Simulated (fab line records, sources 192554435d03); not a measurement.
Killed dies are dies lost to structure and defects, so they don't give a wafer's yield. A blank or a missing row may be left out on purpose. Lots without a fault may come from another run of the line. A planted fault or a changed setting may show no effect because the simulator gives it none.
Chamber matching | flow n5_finfet | N5_BEOL_M5_ILD_DEP_00 on pecvd-01: 3 sister chambers
The step deposits SiCOH lowk from DEMS/porogen, target thk 140.64 nm, time 25.9 s. 6 wafers are shown with their chamber, then 8 later ones without.

WAFERS WITH THEIR CHAMBER
wafer  | chamber | throttle_valve_pct (%) | showerhead_vpp_V (V)
L083.1 | 0       | 15.4                   | 1287
L087.1 | 0       | 15.7                   | 1266
L087.5 | 1       | 15.1                   | 1421
L088.3 | 1       | 15.0                   | 1441
L088.6 | 2       | 12.5                   | 1247
L092.4 | 2       | 12.8                   | 1258

WAFERS WITHOUT THEIR CHAMBER
wafer  | throttle_valve_pct (%) | showerhead_vpp_V (V)
L092.5 | 15.5                   | 1278
L092.6 | 15.3                   | 1419
L097.4 | 15.1                   | 1400
L097.5 | 15.5                   | 1279
L097.6 | 12.5                   | 1246
L096.2 | 12.5                   | 1258
L096.4 | 15.2                   | 1441
L096.6 | 12.6                   | 1253

WHICH CHAMBER EACH WENT THROUGH
wafer  | from the rows above | in truth
L092.5 | 0                   | 0
L092.6 | 1                   | 1
L097.4 | 1                   | 1
L097.5 | 0                   | 0
L097.6 | 2                   | 2
L096.2 | 2                   | 2
L096.4 | 1                   | 1
L096.6 | 2                   | 2
Placed correctly: 8 of 8. Can't be placed from these rows: 0. Placed wrongly: 0.
How it was worked out, from the rows above alone: a wafer's distance from a chamber is the root of the sum, over the readings, of the square of ((its reading less the chamber's mean) divided by the reading's scatter). The wafer belongs to the nearest chamber; if the next one is less than 2 further off, it can't be placed. A chamber's mean is the mean of its shown wafers. The scatter: the root of (the sum of the squares of (reading less its chamber's mean) over the shown wafers, divided by (wafers less chambers)).
